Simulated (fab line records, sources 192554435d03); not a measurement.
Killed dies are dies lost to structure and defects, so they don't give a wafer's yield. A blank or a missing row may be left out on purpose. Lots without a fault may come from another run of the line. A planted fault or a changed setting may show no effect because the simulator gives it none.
Problem report in the 8D (eight disciplines) form, filled by code | flow n5_finfet | the parts of the form that need people (team, actions taken, sign-off) are left out

1. THE PROBLEM
killed_at_M4_up at N5_PASSIVATION_PROBE_49 reads a mean of 154 on 1 wafer of 1 lot; wafers without a fault read 15 with a standard deviation of 5.8. That is +24 standard deviations from the usual mean.
First seen on wafer L465.1, day 16 05:06, on prober-02. The record holds 8 wafers of 4 lots with a number at this step. Rule for "out", or "out of limits": more than 4 standard deviations from the usual mean. The other wafers with a number count as sound.

2. WHAT IT IS AND WHAT IT IS NOT
question                    | is                                                                                                   | is not
which readings at this step | killed_at_M4_up, defect_limited_yield, killed_dies, sort_bin_5_function, sort_n_pass, sort_yield_pct | killed_at_M0_to_M3, killed_at_contacts, killed_at_front_end, killed_at_other, killed_on_rim, killed_open, killed_short, sort_bin_8_speed
which lots                  | L465                                                                                                 | L457, L458, L460
which wafers of those lots  | L465.1                                                                                               | L465.3, L465.6
read on which tools         | prober-02                                                                                            | prober-01
when                        | from day 16 05:06                                                                                    | up to then (5 sound wafers); but 2 sound wafers of L465 came after

3. SUSPECTS, AND WHAT RULES EACH OUT
Counting: a tool at a process step up to the reading stays a suspect if it ran every lot that is out. Sound lots after the first of them don't rule it out here, since some wafers of a struck lot are sound.
- cvd_co-01 at N5_BEOL_M11_CVD_75 (deposits Co from CCTBA/H2, target thk 2 nm, time 138.9 s): kept. It ran the lot that is out, L465 (day 14 13:49); its last sound lot up to then is L460 (day 13 15:29).
- rie_diel-04 at N5_PASSIVATION_DESCUM_12 (chemistry O2, time 7.9 s): kept. It ran the lot that is out, L465 (day 15 21:47); its last sound lot up to then is L460 (day 14 17:31).
- rie_diel-01 at N5_PASSIVATION_STRIP_34 (strips in O2): kept. It ran the lot that is out, L465 (day 16 00:18).
- prober-02 at N5_PASSIVATION_PROBE_49: kept. It ran the lot that is out, L465 (day 16 05:06); its last sound lot up to then is L460 (day 15 00:14). Its own readings are out on those wafers: defect_limited_yield, killed_at_M4_up, killed_dies, sort_bin_5_function, sort_n_pass, sort_yield_pct.
- Within rie_diel-04 at N5_PASSIVATION_DESCUM_12: the wafers that are out ran in chamber 0; their sound lot-mates ran in chambers 1, 2.
- Within rie_diel-01 at N5_PASSIVATION_STRIP_34: the wafers that are out ran in chamber 0; their sound lot-mates ran in chambers 1, 3.
Left after counting: cvd_co-01 at N5_BEOL_M11_CVD_75, rie_diel-04 at N5_PASSIVATION_DESCUM_12, rie_diel-01 at N5_PASSIVATION_STRIP_34, prober-02 at N5_PASSIVATION_PROBE_49.

4. THE CAUSE (what the simulator had put in)
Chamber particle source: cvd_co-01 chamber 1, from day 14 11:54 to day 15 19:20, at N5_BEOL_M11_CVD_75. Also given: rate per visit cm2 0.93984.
Counting left 4 suspects, and this tool is among them.

5. THE CHAIN OF EFFECTS, in route order
Each row: a reading whose mean over the struck wafers that have a number lies more than 3 standard deviations from the usual. Only readings for which the record gives a usual standard deviation are gone through. hours: the time from each lot's start at the first step in this table that gives one to its start at this step, as a median over the lots. sigmas: the change in usual standard deviations.
hours | step                    | reading              | usual  | on struck wafers | change | sigmas
0     | N5_PASSIVATION_PROBE_49 | defect_limited_yield | 91.0 % | 79.0             | -12.0  | -8.0
0     | N5_PASSIVATION_PROBE_49 | killed_at_M4_up      | 15     | 154              | +139   | +24
0     | N5_PASSIVATION_PROBE_49 | killed_dies          | 106    | 248              | +142   | +7.9
0     | N5_PASSIVATION_PROBE_49 | sort_bin_5_function  | 5.2 %  | 13.4             | +8.2   | +8.5
0     | N5_PASSIVATION_PROBE_49 | sort_n_pass          | 1074   | 932              | -142   | -7.9
0     | N5_PASSIVATION_PROBE_49 | sort_yield_pct       | 91.0 % | 79.0             | -12.0  | -8.0
The process steps in it:
- N5_PASSIVATION_PROBE_49

6. WHAT WOULD HAVE CAUGHT IT SOONER
In this record the first reading out of limits was taken at day 16 05:06, 41 hours after the fault began at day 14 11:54.
All the lots that are out (1) had begun N5_BEOL_M11_CVD_75 on cvd_co-01 by day 16 05:06. A hold on the tool at that time would have spared none of them.
